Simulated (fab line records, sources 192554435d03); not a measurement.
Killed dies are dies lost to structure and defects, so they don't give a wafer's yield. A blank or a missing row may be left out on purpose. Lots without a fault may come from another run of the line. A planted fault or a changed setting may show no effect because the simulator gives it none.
One fault seen from 2 desks | flow n5_finfet | each desk has only its own numbers; what lay behind them comes last

THE TOOL OWNER'S DESK: rie_metal-02
The tool's own readings at N5_MIM_TOP_ETCH_ETCH_00 (etches TiN in Cl2/BCl3, target depth 38.5 nm): means of the sampled wafers that have a number, for each lot that ran on this tool. A lot is out of limits, marked OUT, if its mean lies more than 4 standard deviations from the usual mean; the brackets give that distance.
Columns: A = bias_w at N5_MIM_TOP_ETCH_ETCH_00, usual 126.0 W; B = drypump_motor_current_A at N5_MIM_TOP_ETCH_ETCH_00, usual 5.8 A; C = oes_product_au at N5_MIM_TOP_ETCH_ETCH_00, usual 0.75 a.u.; D = throttle_valve_pct at N5_MIM_TOP_ETCH_ETCH_00, usual 22.63 %
lot  | first seen here | A               | B   | C    | D
L399 | day 13 02:45    | 125.9           | 5.9 | 0.86 | 22.47
L403 | day 14 09:39    | 126.6           | 5.6 | 0.74 | 22.67
L405 | day 14 22:20    | 125.8           | 5.8 | 0.79 | 22.57
L406 | day 15 15:22    | 114.6 (-31) OUT | 5.9 | 0.81 | 22.48
L409 | day 15 15:31    | 114.8 (-30) OUT | 5.6 | 0.72 | 22.68
This desk's finding: out of limits on L406, L409; first on L406, day 15 15:22 (bias_w at N5_MIM_TOP_ETCH_ETCH_00). In limits: L399, L403, L405.

THE METROLOGY DESK
What the gauges read, lot by lot, whatever tool the lot ran on: means of the sampled wafers that have a number. A lot is out of limits, marked OUT, if its mean lies more than 4 standard deviations from the usual mean; the brackets give that distance.
Columns: A = M15_THK at N5_BEOL_M15_THK_MEAS_50, usual 847 nm; B = MIM_BOT_OVL at N5_MIM_BOT_LITHO_OVL_MEAS_11, usual -1 nm
lot  | first seen here | A   | B
L396 | day 12 17:25    | 827 | 2
L398 | day 12 20:55    | 854 | 1
L399 | day 12 21:16    | 825 | -1
L400 | day 13 12:58    | 832 | 0
L401 | day 13 18:23    | 852 | 2
L402 | day 13 23:56    | 846 | 4
L403 | day 14 06:14    | 840 | 2
L404 | day 14 15:30    | 860 | -7
L405 | day 14 18:28    | 829 | -3
L406 | day 15 11:19    | 855 | -5
L409 | day 15 12:04    | 830 | 5
L417 | day 17 11:08    | 875 | 1
This desk's finding: nothing out of limits on any of the 12 lots.

PUT TOGETHER
The tool owner's desk could have raised an alarm at day 15 15:22, on L406, L409.
The metrology desk saw nothing out of limits.
The metrology desk has L406, L409 on record, within its limits.
Of the lots named, all ran N5_MIM_TOP_ETCH_ETCH_00 on rie_metal-02.

WHAT THE SIMULATOR HAD PUT IN
Process parameter drift: rie_metal-02, from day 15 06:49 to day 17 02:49, at N5_MIM_TOP_ETCH_ETCH_00. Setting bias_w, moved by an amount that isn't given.
Lots struck among those shown: L406, L409.
Hours from the fault's start to each desk's first reading out of limits: the tool owner's desk, 9.
